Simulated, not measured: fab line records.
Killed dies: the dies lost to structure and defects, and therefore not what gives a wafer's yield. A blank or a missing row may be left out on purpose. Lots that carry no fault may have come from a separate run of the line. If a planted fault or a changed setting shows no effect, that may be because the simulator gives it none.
Split-lot experiment ; flow n5Finfet ; route with 1938 steps; 7 lots, 39 wafers read

## THE SPLIT
At N5_BEOL_M2_TRENCH_ETCH_37 (etches SiOC in C4F6/O2, target depth 55.555 nm, time 29.2 s), the setting timeS was moved away from the recipe's 29.2 s on 12 of the 39 wafers read, by -43.8% to +36.5%. This setting was run at the recipe's value on the other wafers.

## FROM THE SPLIT TO THE READING: what the file shows between them, 13 steps
- N5_BEOL_M2_ETCH_41: etches SiCN in CH3F/O2, target depth 29.9 nm, time 52.5 s
- N5_BEOL_M2_STRIP_97: strips in N2/H2, time 10 s
- N5_BEOL_M2_OCD_MEAS_38
- N5_BEOL_M2_HM_STRIP_39: strips TiN in peroxide tin strip, target depth 25 nm, time 158 s
- N5_BEOL_M2_SRD_40: time 30 s
- N5_BEOL_M2_ECD_50: material Cu, target thk 300 nm
- N5_BEOL_M2_ANNEAL_51: time 90 s
- N5_BEOL_M2_CMP_52: polishes, stops on SiOC, t overpolish 6.8 s, target thk 40 nm
- N5_BEOL_M2_THK_MEAS_53: measures by xrf
- N5_BEOL_M2_PRE_CLEAN_60: time 15 s
- N5_BEOL_M2_CO_CAP_55: material Co, precursor CCTBA/H2, target thk 2 nm, time 102.1 s
- N5_BEOL_M2_PRE_CLEAN_56: time 15 s
- N5_BEOL_M2_DEP_57: deposits SiCN from 3MS/NH3, target thk 8 nm, time 14 s

## THE READING
Measured at N5_BEOL_M2_RS_MEAS_58 by four-point probe: M2_RS, in ohm/sq. Typical for fault-free wafers on this fab line: 0.68 ohm/sq, with standard deviation 0.039 ohm/sq.

wafer;tool, chamber at the split;timeS as run, s;against the recipe;M2_RS, ohm/sq;against lot-mates on the recipe
L079.1;rieDiel-01, 2;16.4;-43.8%;2.21;+1.53
L079.2;rieDiel-01, 3;29.2;recipe;0.68;-
L079.3;rieDiel-01, 0;16.4;-43.8%;2.23;+1.55
L079.4;rieDiel-01, 1;29.2;recipe;0.68;-
L079.5;rieDiel-01, 2;16.4;-43.8%;2.15;+1.47
L079.6;rieDiel-01, 3;29.2;recipe;0.69;-
L080.1;rieDiel-05, 3;37.65;+28.9%;0.43;-0.27
L080.2;rieDiel-05, 1;29.2;recipe;0.68;-
L080.3;rieDiel-05, 0;37.65;+28.9%;0.42;-0.28
L080.4;rieDiel-05, 2;37.65;+28.9%;0.46;-0.24
L080.5;rieDiel-05, 1;29.2;recipe;0.70;-
L080.6;rieDiel-05, 2;29.2;recipe;0.72;-
L083.1;rieDiel-01, 1;29.2;recipe;0.68;-
L083.2;rieDiel-01, 3;29.2;recipe;0.69;-
L083.3;rieDiel-01, 2;39.85;+36.5%;0.42;-0.27
L083.4;rieDiel-01, 0;39.85;+36.5%;0.40;-0.29
L083.5;rieDiel-01, 1;39.85;+36.5%;0.39;-0.30
L083.6;rieDiel-01, 0;29.2;recipe;0.69;-
L082.1;rieDiel-02, 2;29.2;recipe;0.63;-
L082.2;rieDiel-02, 0;29.2;recipe;0.67;-
L082.3;rieDiel-02, 1;29.2;recipe;0.71;-
L082.4;rieDiel-02, 3;29.2;recipe;0.60;-
L082.5;rieDiel-02, 3;29.2;recipe;0.59;-
L082.6;rieDiel-02, 0;29.2;recipe;0.64;-
L091.2;rieDiel-02, 1;29.2;recipe;0.71;-
L091.3;rieDiel-02, 2;29.2;recipe;0.67;-
L091.4;rieDiel-02, 0;29.2;recipe;0.63;-
L092.1;rieDiel-02, 2;20.13;-31.1%;1.54;+0.87
L092.2;rieDiel-02, 1;20.13;-31.1%;1.57;+0.90
L092.3;rieDiel-02, 3;20.13;-31.1%;1.33;+0.66
L092.4;rieDiel-02, 0;29.2;recipe;0.69;-
L092.5;rieDiel-02, 0;29.2;recipe;0.65;-
L092.6;rieDiel-02, 3;29.2;recipe;0.67;-
L093.1;rieDiel-05, 2;29.2;recipe;0.67;-
L093.2;rieDiel-05, 3;29.2;recipe;0.70;-
L093.3;rieDiel-05, 1;29.2;recipe;0.62;-
L093.4;rieDiel-05, 0;29.2;recipe;0.66;-
L093.5;rieDiel-05, 3;29.2;recipe;0.71;-
L093.6;rieDiel-05, 0;29.2;recipe;0.63;-

FIT RESULTS
A straight line over all 39 wafers: M2_RS changes by -0.0212 ohm/sq for each +1% of timeS; r = -0.89; the points scatter about the line by 0.22 ohm/sq.
The same after taking each lot's own level away (the mean of its wafers on the recipe; 39 wafers): -0.0214 ohm/sq for each +1%; r = -0.90; scatter 0.21 ohm/sq.
That fit puts the effect of the largest move of timeS on the reading at 0.94 ohm/sq.
The span of the lots' own levels, 0.640 to 0.700 ohm/sq, comes to 1.5 times the standard deviation stated above.
The two slopes agree, so the slope changes little with the lot-to-lot level.
Check: with one of the wafers moved furthest among these (-43.8%) left out of the fit, the line predicts +0.979 ohm/sq for it against its lot-mates. Against them it came out at +1.53 ohm/sq.

## THE WHOLE CHAIN: every reading that the file lists as answering this split, in the file's order
step;what it does;reading;change (the file's fit);r (the file's)
N5_BEOL_M2_TRENCH_ETCH_37;etches SiOC in C4F6/O2, target depth 55.555 nm, time 29.2 s;BEOL_M2.featureDepthNm (the simulator's own value, which no gauge read);+0.563 nm for each +1% of the setting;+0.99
N5_BEOL_M2_TRENCH_ETCH_37;etches SiOC in C4F6/O2, target depth 55.555 nm, time 29.2 s;etch.depthNm (the simulator's own value, which no gauge read);+0.564 nm for each +1% of the setting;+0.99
N5_BEOL_M2_TRENCH_ETCH_37;etches SiOC in C4F6/O2, target depth 55.555 nm, time 29.2 s;TiN_of_BEOL_M2_HM_DEP_02.thkNm (the simulator's own value, which no gauge read);-0.028 nm for each +1% of the setting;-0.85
N5_BEOL_M2_OCD_MEAS_38;;trenchDepthNm;+0.568 nm for each +1% of the setting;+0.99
N5_BEOL_M2_CMP_52;polishes, stops on SiOC, t overpolish 6.8 s, target thk 40 nm;Cu_of_BEOL_M2_ECD_50.thkNm (the simulator's own value, which no gauge read);+0.557 nm for each +1% of the setting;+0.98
N5_BEOL_M2_THK_MEAS_53;measures by xrf;M2_THK;+0.558 for each +1% of the setting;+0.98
N5_BEOL_M2_RS_MEAS_58;measures by four-point-probe;M2_RS;-0.0216 for each +1% of the setting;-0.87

## FILE'S OWN FIT
M2_RS changes by -0.0216 ohm/sq for each +1% of timeS, r = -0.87.
